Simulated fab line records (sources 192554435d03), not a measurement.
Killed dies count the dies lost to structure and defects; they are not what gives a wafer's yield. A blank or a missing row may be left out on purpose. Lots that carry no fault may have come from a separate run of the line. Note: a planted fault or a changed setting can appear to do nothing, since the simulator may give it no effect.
Which tool is to blame?    flow n5_finfet    10 lots with 30 wafers sampled at 4 steps, on a route of 1938 steps

== WHAT THE GAUGES SHOWED, per wafer ==
N5_MOL_CONTACT_COAG_THK_MEAS_29.
lot   measured      on             MD_CAP_THK (nm)
L396  day 5 05:25   film_metro-02  17.91 17.86 17.95
L397  day 5 07:47   film_metro-01  17.89 17.78 17.97
L400  day 6 01:52   film_metro-01  17.90 17.96 17.96
L402  day 6 14:28   film_metro-01  17.96 17.73 17.76
L405  day 7 11:35   film_metro-01  17.87 17.89 17.92
L406  day 7 16:26   film_metro-02  17.83 17.90 17.90
L411  day 9 07:26   film_metro-01  17.83 17.91 17.93
L413  day 9 09:13   film_metro-01  17.92 17.90 17.78
L418  day 10 19:33  film_metro-02  17.85 17.99 17.86
L419  day 10 21:17  film_metro-01  17.92 17.85 17.77

== WHICH TOOL RAN EACH LOT (tool, then ch and the chambers of the sampled wafers, then the start) ==
lot   N5_MOL_CONTACT_COAG_SIL_ANNEAL_21  N5_MOL_CONTACT_COAG_ANNEAL_113    N5_MOL_CONTACT_COAG_CMP_28
L396  rtp_anneal-01 ch 0, day 4 21:01    rtp_anneal-01 ch 0, day 5 01:32   cmp-03 ch 0,2,3, day 5 05:07
L397  rtp_anneal-02 ch 0, day 5 01:02    rtp_anneal-02 ch 0, day 5 02:07   cmp-03 ch 0,1,3, day 5 07:29
L400  rtp_anneal-02 ch 0, day 5 17:31    rtp_anneal-01 ch 0, day 5 21:40   cmp-03 ch 1,2, day 6 01:35
L402  rtp_anneal-02 ch 0, day 6 08:18    rtp_anneal-01 ch 0, day 6 09:19   cmp-03 ch 0,1,2, day 6 14:10
L405  rtp_anneal-01 ch 0, day 7 04:58    rtp_anneal-02 ch 0, day 7 06:12   cmp-03 ch 0,2,3, day 7 11:25
L406  rtp_anneal-01 ch 0, day 7 10:12    rtp_anneal-02 ch 0, day 7 11:38   cmp-03 ch 1,2, day 7 16:08
L411  rtp_anneal-02 ch 0, day 8 23:17    rtp_anneal-02 ch 0, day 9 00:57   cmp-02 ch 0,2, day 9 07:08
L413  rtp_anneal-02 ch 0, day 9 03:16    rtp_anneal-02 ch 0, day 9 04:52   cmp-02 ch 0,1,2, day 9 08:58
L418  rtp_anneal-01 ch 0, day 10 11:24   rtp_anneal-02 ch 0, day 10 12:55  cmp-02 ch 0,1,2, day 10 19:18
L419  rtp_anneal-02 ch 0, day 10 12:44   rtp_anneal-02 ch 0, day 10 17:04  cmp-03 ch 0,2,3, day 10 20:59
- N5_MOL_CONTACT_COAG_SIL_ANNEAL_21: time 60 s.
- N5_MOL_CONTACT_COAG_ANNEAL_113: time 300 s.
- N5_MOL_CONTACT_COAG_CMP_28: polishes, stops on SiNx, t overpolish 0.85 s, target thk 14.522 nm.

== THE ANSWER, worked out from the rows above alone ==
Rule: the usual values come from the lots themselves. Put in order of their means at a reading, lots are off if they are a third of the lots or fewer, leave a main group of 4 or more, and stand apart from it by a gap of 3 or more times the standard deviation of the main group's means; of several such gaps the widest counts. A main group whose means are all the same, to the digits that the tables above print for the reading, isn't used. A lot without any number at a reading at which 4 lots or more have one is off too. Any other lot the step has rows for is counted as sound.
No lot is off at any reading shown: from this, nothing can be told.

== WHAT WAS PUT IN BY THE SIMULATOR ==
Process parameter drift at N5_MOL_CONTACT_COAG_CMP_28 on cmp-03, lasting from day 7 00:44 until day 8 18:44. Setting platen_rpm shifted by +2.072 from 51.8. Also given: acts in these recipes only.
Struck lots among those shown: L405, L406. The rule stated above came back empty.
